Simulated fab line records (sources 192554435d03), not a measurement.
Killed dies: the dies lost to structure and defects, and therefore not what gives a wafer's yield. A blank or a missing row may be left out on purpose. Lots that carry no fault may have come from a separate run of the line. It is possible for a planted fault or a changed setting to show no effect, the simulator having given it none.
Split-lot experiment    flow n5_finfet    7 lots, 21 wafers read, on a route of 1938 steps

## THE SPLIT
At N5_BEOL_M9_ETCH_65 (etches SiARC in CF4, target depth 15.6 nm, time 26 s), the setting bias_w was moved away from the recipe's 36 W on 8 of the 21 wafers read, by -12.3% to +15.2%. The other wafers ran this setting at the recipe's value.

The reading is taken at the split's own step.

## THE READING
rf_vpp_V, in V, at N5_BEOL_M9_ETCH_65 (etches SiARC in CF4, target depth 15.6 nm, time 26 s). On this fab line, fault-free wafers typically give 184.3 V with a standard deviation of 1.2 V.

wafer   tool, chamber at the split  bias_w as run, W  against the recipe  rf_vpp_V, V  against lot-mates on the recipe
L074.2  rie_diel-06, 3              36                recipe              182.4        -
L074.3  rie_diel-06, 1              31.56             -12.3%              171.2        -11.2
L074.4  rie_diel-06, 3              31.56             -12.3%              168.6        -13.8
L076.1  rie_diel-05, 0              36                recipe              187.3        -
L076.2  rie_diel-05, 1              36                recipe              182.5        -
L076.5  rie_diel-05, 3              41.47             +15.2%              203.1        +18.2
L084.3  rie_diel-06, 3              36                recipe              183.9        -
L084.5  rie_diel-06, 2              39.67             +10.2%              196.5        +13.1
L084.6  rie_diel-06, 3              36                recipe              183.0        -
L085.1  rie_diel-06, 0              36                recipe              185.1        -
L085.5  rie_diel-06, 1              36                recipe              185.4        -
L085.6  rie_diel-06, 2              36                recipe              184.7        -
L093.2  rie_diel-03, 3              33.97             -5.6%               177.1        -7.1
L093.3  rie_diel-03, 1              36                recipe              184.6        -
L093.4  rie_diel-03, 0              36                recipe              183.8        -
L092.1  rie_diel-06, 3              41.21             +14.5%              201.3        +15.4
L092.2  rie_diel-06, 0              41.21             +14.5%              199.6        +13.7
L092.3  rie_diel-06, 2              36                recipe              185.9        -
L091.1  rie_diel-06, 1              36                recipe              186.2        -
L091.5  rie_diel-06, 2              36                recipe              185.6        -
L091.6  rie_diel-06, 3              32.22             -10.5%              169.0        -16.9

FIT RESULTS
A straight line over all 21 wafers: rf_vpp_V changes by +1.19 V for each +1% of bias_w; r = +0.99; the points scatter about the line by 1.5 V.
The same after taking each lot's own level away (the mean of its wafers on the recipe; 21 wafers): +1.13 V for each +1%; r = +0.98; scatter 1.7 V.
According to that fit, moving bias_w by its largest amount changes the reading by 17 V.
Across the lots, their own levels run from 182.40 to 185.90 V, a range of 2.9 times the standard deviation given above.
So the lot-to-lot level changes the slope little: the two slopes agree.
Check: for one of the wafers moved furthest among these (+15.2%), held out of the fit, the line's prediction against its lot-mates is +16.7 V. Against them it came out at +18.2 V.
Tool readings at the split's step, against how far the setting was moved: rf_vpp_V r = +0.99.

## ADDITIONAL SPLITS CARRIED BY THESE WAFERS
Other splits were also applied to these wafers ahead of the reading. Each is held against what the fit with the lots' levels taken away leaves over:
other split on the same wafers  wafers away from the commonest value  r with rf_vpp_V (lot level and that fit taken away)
N5_BEOL_M7_EXPOSE_25 dose_mj    5                                     +0.17
N5_BEOL_M8_PEB_09 peb_time_s    6                                     -0.26
N5_BEOL_M9_EXPOSE_25 dose_mj    11                                    -0.02

## THE FILE'S OWN FIT
rf_vpp_V changes by +1.18 V for each +1% of bias_w, r = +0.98.
